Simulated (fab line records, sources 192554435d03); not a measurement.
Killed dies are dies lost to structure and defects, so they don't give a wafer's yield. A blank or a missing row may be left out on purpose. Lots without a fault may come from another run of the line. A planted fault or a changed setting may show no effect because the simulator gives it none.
Split-lot experiment | flow n5_finfet | 7 lots, 21 wafers read, on a route of 1938 steps

THE SPLIT
At N5_BEOL_M4_COAT_62 (time 60 s, resist thk 12 nm), the setting spin_rpm was moved away from the recipe's 1500 rpm on 8 of the 21 wafers read, by -9.7% to +6.2%. The other wafers ran this setting at the recipe's value.

FROM THE SPLIT TO THE READING: what the file shows between them, 5 steps
- N5_BEOL_M4_COAT_73: time 60 s, resist thk 5 nm
- N5_BEOL_M4_COAT_05: resist thk 30 nm
- N5_BEOL_M4_DESCUM_16: chemistry O2, time 7 s
- N5_BEOL_M4_ETCH_74: etches underlayer in N2/H2, target depth 6.5 nm, time 5.2 s
- N5_BEOL_M4_ETCH_63: etches SiARC in CF4, target depth 15.6 nm, time 26 s

THE READING
SiARC_of_BEOL_M4_COAT_62.thk_nm (the simulator's own value, which no gauge read), in nm, at N5_BEOL_M4_ETCH_64 (etches SOC in N2/H2, target depth 75 nm, overetch 22.5 nm, time 121.9 s). The file gives no usual value for it. The 13 wafers here that ran the recipe average 6.3 nm, standard deviation 0.13 nm.

wafer  | tool, chamber at the split | spin_rpm as run, rpm | against the recipe | SiARC_of_BEOL_M4_COAT_62.thk_nm, nm | against lot-mates on the recipe
L086.3 | litho_track-02, 0          | 1593                 | +6.2%              | 6                                   | -0.2
L086.4 | litho_track-02, 0          | 1593                 | +6.2%              | 6                                   | -0.2
L086.6 | litho_track-02, 0          | 1500                 | recipe             | 6.2                                 | -
L087.1 | litho_track-02, 0          | 1438                 | -4.1%              | 6.6                                 | +0.3
L087.3 | litho_track-02, 0          | 1500                 | recipe             | 6.2                                 | -
L087.6 | litho_track-02, 0          | 1500                 | recipe             | 6.4                                 | -
L088.3 | litho_track-02, 0          | 1562                 | +4.1%              | 6                                   | -0.2
L088.4 | litho_track-02, 0          | 1500                 | recipe             | 6.2                                 | -
L088.5 | litho_track-02, 0          | 1562                 | +4.1%              | 6.2                                 | +0.0
L090.1 | litho_track-05, 0          | 1355                 | -9.7%              | 7                                   | +0.8
L090.5 | litho_track-05, 0          | 1355                 | -9.7%              | 7                                   | +0.8
L090.6 | litho_track-05, 0          | 1500                 | recipe             | 6.2                                 | -
L093.2 | litho_track-02, 0          | 1384                 | -7.7%              | 7                                   | +0.5
L093.4 | litho_track-02, 0          | 1500                 | recipe             | 6.6                                 | -
L093.5 | litho_track-02, 0          | 1500                 | recipe             | 6.4                                 | -
L096.1 | litho_track-05, 0          | 1500                 | recipe             | 6.4                                 | -
L096.2 | litho_track-05, 0          | 1500                 | recipe             | 6.4                                 | -
L096.6 | litho_track-05, 0          | 1500                 | recipe             | 6.4                                 | -
L097.4 | litho_track-02, 0          | 1500                 | recipe             | 6.2                                 | -
L097.5 | litho_track-02, 0          | 1500                 | recipe             | 6.2                                 | -
L097.6 | litho_track-02, 0          | 1500                 | recipe             | 6.2                                 | -

THE FIT
A straight line over all 21 wafers: SiARC_of_BEOL_M4_COAT_62.thk_nm changes by -0.0671 nm for each +1% of spin_rpm; r = -0.93; the points scatter about the line by 0.12 nm.
The same after taking each lot's own level away (the mean of its wafers on the recipe; 21 wafers): -0.0622 nm for each +1%; r = -0.94; scatter 0.1 nm.
On that fit, the largest move of spin_rpm shifts the reading by 0.6 nm.
The lots' own levels span 6.20 to 6.50 nm, that is 2.4 times the standard deviation above.
So the lot-to-lot level changes the slope little: the two slopes agree.
Check: with one of the wafers moved furthest among these (-9.7%) left out of the fit, the line predicts +0.601 nm for it against its lot-mates. It came out at +0.8 nm against them.

OTHER SPLITS ON THESE WAFERS
These wafers also went through other splits before the reading. Each is held against what the fit with the lots' levels taken away leaves over:
other split on the same wafers | wafers away from the commonest value | r with SiARC_of_BEOL_M4_COAT_62.thk_nm (lot level and that fit taken away)
N5_BEOL_M3_ILD_DEP_00 time_s   | 8                                    | -0.26

THE WHOLE CHAIN: every reading that the file lists as answering this split, in the file's order
step               | what it does                                                            | reading                                                                          | change (the file's fit)                | r (the file's)
N5_BEOL_M4_COAT_62 | time 60 s, resist thk 12 nm                                             | SiARC_of_BEOL_M4_COAT_62.thk_nm (the simulator's own value, which no gauge read) | -0.0645 nm for each +1% of the setting | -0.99
N5_BEOL_M4_ETCH_63 | etches SiARC in CF4, target depth 15.6 nm, time 26 s                    | etch.depth_nm (the simulator's own value, which no gauge read)                   | -0.0615 nm for each +1% of the setting | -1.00
N5_BEOL_M4_ETCH_64 | etches SOC in N2/H2, target depth 75 nm, overetch 22.5 nm, time 121.9 s | SiARC_of_BEOL_M4_COAT_62.thk_nm (the simulator's own value, which no gauge read) | -0.0642 nm for each +1% of the setting | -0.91

THE FILE'S OWN FIT
SiARC_of_BEOL_M4_COAT_62.thk_nm changes by -0.0642 nm for each +1% of spin_rpm, r = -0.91.
